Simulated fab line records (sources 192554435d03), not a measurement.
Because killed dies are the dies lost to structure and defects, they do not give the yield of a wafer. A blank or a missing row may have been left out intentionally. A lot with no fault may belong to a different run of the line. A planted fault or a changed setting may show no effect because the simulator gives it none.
Matching of chambers -- flow n5Finfet -- N5_BEOL_M14_DESCUM_15 on rieDiel-02: 4 sister chambers
The step chemistry O2, time 7.9 s. 4 wafers are shown with their chamber, then 8 later ones without.

EACH WAFER AND ITS CHAMBER
wafer,chamber,showerheadPlenumPTorr (Torr)
L079.4,1,1.97
L088.5,0,2.15
L088.6,2,2.16
L085.1,3,2.01

WAFERS WITHOUT THEIR CHAMBER
wafer,showerheadPlenumPTorr (Torr)
L085.4,2.15
L085.5,2.16
L091.2,2.01
L091.4,2.15
L091.6,2.15
L096.2,2.00
L096.4,2.14
L096.5,2.22

EACH ONE'S CHAMBER
wafer,from the rows above,in truth
L085.4,can't be placed: 0 or 2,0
L085.5,can't be placed: 2 or 0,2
L091.2,can't be placed: 3 or 1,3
L091.4,can't be placed: 0 or 2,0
L091.6,can't be placed: 0 or 2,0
L096.2,can't be placed: 3 or 1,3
L096.4,can't be placed: 0 or 2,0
L096.5,can't be placed: 2 or 0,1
Correctly placed: 0 of 8. Can't be placed from these rows: 8 (the true chamber is among the candidates in 7). Placed wrongly: 0.
How it was worked out, from the rows above alone: a wafer's distance from a chamber is the root of the sum, over the readings, of the square of ((its reading less the chamber's mean) divided by the reading's scatter). The wafer belongs to the nearest chamber; if the next one is less than 2 further off, it can't be placed. For every chamber, the mean is computed from those of its wafers that are shown. The scatter (one wafer shown for each chamber): square how far every hidden wafer sits from the nearest shown wafer, average those squares and take the square root.
